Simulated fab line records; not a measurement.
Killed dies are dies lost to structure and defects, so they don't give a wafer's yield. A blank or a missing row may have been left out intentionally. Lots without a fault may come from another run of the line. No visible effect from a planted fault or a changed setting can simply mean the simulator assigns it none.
Chamber matching    flow nandHarc    rieSi-04 running NHARC_P_ZERO_WELL_ETCH_63: 4 sister chambers
The step etches the open film in HBr/Cl2, target depth 120 nm, time 40.1 s. 8 wafers are shown with their chamber, then 12 later ones without.

== EACH WAFER AND ITS CHAMBER ==
wafer   chamber  oesProductAu (a.u.)  chamberPressureMTorr (mTorr)
L088.1  2        0.989                15.008
L088.3  0        1.010                15.007
L090.1  3        1.018                15.026
L090.2  0        1.002                14.983
L090.4  1        0.989                15.007
L092.2  1        1.015                14.999
L092.4  3        1.028                14.999
L092.5  2        0.989                15.000

== WAFERS MISSING THEIR CHAMBER ==
wafer   oesProductAu (a.u.)  chamberPressureMTorr (mTorr)
L093.2  0.995                14.996
L093.3  1.017                14.991
L093.5  1.027                14.986
L094.1  1.022                14.990
L094.3  1.022                15.011
L094.5  0.986                14.981
L095.1  1.000                15.032
L095.4  1.016                14.999
L095.6  1.019                14.998
L096.1  1.009                15.011
L096.5  0.988                14.988
L096.6  1.010                15.020

== WHICH CHAMBER EACH ONE RAN IN ==
wafer   from the rows above                in truth
L093.2  can't be placed: 2 or 1 or 0       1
L093.3  can't be placed: 0 or 3 or 1 or 2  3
L093.5  can't be placed: 3 or 0 or 1 or 2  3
L094.1  can't be placed: 0 or 3 or 1 or 2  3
L094.3  can't be placed: 3 or 0 or 1       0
L094.5  can't be placed: 2 or 0 or 1       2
L095.1  can't be placed: 1 or 2 or 3 or 0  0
L095.4  can't be placed: 0 or 3 or 1 or 2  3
L095.6  can't be placed: 3 or 0 or 1 or 2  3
L096.1  can't be placed: 1 or 0 or 3 or 2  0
L096.5  can't be placed: 2 or 1 or 0       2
L096.6  can't be placed: 3 or 1 or 0 or 2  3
Placed correctly: 0 of 12. Not placeable from these rows: 12 (in 12, the candidates include the true chamber). Wrongly placed: 0.
How it was worked out, from the rows above alone: a wafer's distance from a chamber is the root of the sum, over the readings, of the square of ((its reading less the chamber's mean) divided by the reading's scatter). The wafer belongs to the nearest chamber; if the next one is less than 2 further off, it can't be placed. A chamber's mean is the mean of its shown wafers. The scatter is the square root of a quotient: the sum, over the shown wafers, of each reading's squared deviation from its chamber's mean, divided by wafers minus chambers.
